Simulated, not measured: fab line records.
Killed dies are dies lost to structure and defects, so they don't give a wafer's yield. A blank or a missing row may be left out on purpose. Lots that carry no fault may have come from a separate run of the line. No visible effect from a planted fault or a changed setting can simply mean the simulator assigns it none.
Chamber matching + flow n5_finfet + N5_BEOL_M8_CMP_52 on cmp-01 has 4 sister chambers
The step polishes, stops on SiCOH lowk, t overpolish 6.9 s, target thk 80 nm. 16 wafers are shown with their chamber, then 8 later ones without.

== WAFERS PAIRED WITH THEIR CHAMBERS ==
| wafer  | chamber | motor_current_A (A) | time_to_endpoint_s (s) | barrier_field_endpoint_s (s) |
|--------|---------|---------------------|------------------------|------------------------------|
| L075.3 | 3       | 6.4                 | 66                     | 30.1                         |
| L075.4 | 2       | 5.7                 | 62                     | 29.5                         |
| L075.6 | 2       | 6.0                 | 63                     | 29.6                         |
| L078.2 | 2       | 6.0                 | 60                     | 28.4                         |
| L078.4 | 1       | 5.9                 | 66                     | 29.9                         |
| L078.5 | 2       | 6.0                 | 60                     | 28.7                         |
| L085.2 | 3       | 6.8                 | 68                     | 30.1                         |
| L085.4 | 1       | 5.7                 | 65                     | 29.1                         |
| L085.6 | 0       | 5.2                 | 63                     | 28.6                         |
| L090.2 | 1       | 5.8                 | 68                     | 30.0                         |
| L090.3 | 0       | 5.1                 | 63                     | 29.6                         |
| L090.4 | 2       | 5.6                 | 64                     | 29.4                         |
| L089.3 | 0       | 5.1                 | 61                     | 27.9                         |
| L089.4 | 2       | 5.7                 | 62                     | 28.4                         |
| L089.5 | 3       | 6.6                 | 67                     | 30.1                         |
| L092.2 | 2       | 5.6                 | 59                     | 29.0                         |

SIGNATURES, as means of the wafers listed above
| reading                  | chamber 0 | chamber 1 | chamber 2 | chamber 3 | scatter within a chamber |
|--------------------------|-----------|-----------|-----------|-----------|--------------------------|
| motor_current_A          | 5.133     | 5.800     | 5.800     | 6.600     | 0.165                    |
| time_to_endpoint_s       | 62.33     | 66.33     | 61.43     | 67.00     | 1.56                     |
| barrier_field_endpoint_s | 28.700    | 29.667    | 29.000    | 30.100    | 0.542                    |
Rule: for a wafer and a chamber, the distance is found by dividing, reading by reading, the gap between the wafer's reading and the chamber's mean by the reading's scatter, squaring, summing and taking the root. The wafer belongs to the nearest chamber; if the next one is less than 2 further off, it can't be placed. How the scatter is found: for the shown wafers, subtract from each reading the mean of its chamber, square and add these, divide the total by (wafers less chambers), then take the root.

== WAFERS WHOSE CHAMBER IS MISSING ==
| wafer  | motor_current_A (A) | time_to_endpoint_s (s) | barrier_field_endpoint_s (s) |
|--------|---------------------|------------------------|------------------------------|
| L092.5 | 6.4                 | 65                     | 29.0                         |
| L092.6 | 5.7                 | 58                     | 29.1                         |
| L096.1 | 5.1                 | 62                     | 29.5                         |
| L096.2 | 6.0                 | 61                     | 29.2                         |
| L096.4 | 5.7                 | 66                     | 29.5                         |
| L095.2 | 4.8                 | 66                     | 29.4                         |
| L095.4 | 6.3                 | 73                     | 30.6                         |
| L095.5 | 6.0                 | 68                     | 31.5                         |

== THE CHAMBER EACH PASSED THROUGH ==
| wafer  | from the rows above          | in truth |
|--------|------------------------------|----------|
| L092.5 | can't be placed: 3 or 1 or 2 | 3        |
| L092.6 | 2                            | 2        |
| L096.1 | 0                            | 0        |
| L096.2 | 2                            | 2        |
| L096.4 | 1                            | 1        |
| L095.2 | 0                            | 0        |
| L095.4 | can't be placed: 3 or 1      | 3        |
| L095.5 | can't be placed: 1 or 3      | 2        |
Correctly placed: 5 of 8. Not placeable from these rows: 3 (in 2, the candidates include the true chamber). Wrongly placed: 0.
